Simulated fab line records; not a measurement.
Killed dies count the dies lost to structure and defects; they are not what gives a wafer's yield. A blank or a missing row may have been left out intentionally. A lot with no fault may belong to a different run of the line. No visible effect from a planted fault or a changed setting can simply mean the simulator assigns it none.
The same fault as seen by 2 desks ; flow n5_finfet ; every desk sees just its own numbers, and what lay behind them comes last

DESK OF THE TOOL OWNER: pecvd-02
The tool's own readings at N5_BEOL_M10_DEP_56 (deposits SiCN from 3MS/NH3, target thk 15 nm, time 26.5 s): means of the sampled wafers that have a number, for each lot that ran on this tool. If a lot's mean is further than 4 standard deviations from the usual mean, the lot is out of limits and carries the mark OUT (the distance appears in the brackets).
Columns: A = rf_fwd_power_W at N5_BEOL_M10_DEP_56, usual 200.1 W; B = showerhead_plenum_p_Torr at N5_BEOL_M10_DEP_56, usual 3.661 Torr; C = throttle_valve_pct at N5_BEOL_M10_DEP_56, usual 8.8 %
lot;first seen here;A;B;C
L819;day 11 06:45;198.4;3.670;9.0
L827;day 13 11:00;199.5;3.667;8.9
L828;day 14 05:13;198.7;3.671;8.8
Result from this desk: across the 3 lots, nothing is out of limits.

THE METROLOGY DESK
Lot by lot, what the gauges showed, no matter which tool ran the lot: averages of those sampled wafers that carry a number. If a lot's mean is further than 4 standard deviations from the usual mean, the lot is out of limits and carries the mark OUT (the distance appears in the brackets).
Columns: A = M10_THK at N5_BEOL_M10_THK_MEAS_53, usual 144 nm; B = M10_RS at N5_BEOL_M10_RS_MEAS_57, usual 0.150 ohm/sq
lot;first seen here;A;B
L819;day 11 06:41;144;0.149
L821;day 11 17:37;144;0.151
L827;day 13 10:56;142;0.152
L828;day 14 05:10;147;0.146
L838;day 15 14:46;145;0.151
L842;day 18 13:12;149;0.146
Result from this desk: across the 6 lots, nothing is out of limits.

PUT TOGETHER
Nothing out of limits was seen by the tool owner's desk.
Nothing out of limits was seen by the metrology desk.

WHAT THE SIMULATOR PUT IN
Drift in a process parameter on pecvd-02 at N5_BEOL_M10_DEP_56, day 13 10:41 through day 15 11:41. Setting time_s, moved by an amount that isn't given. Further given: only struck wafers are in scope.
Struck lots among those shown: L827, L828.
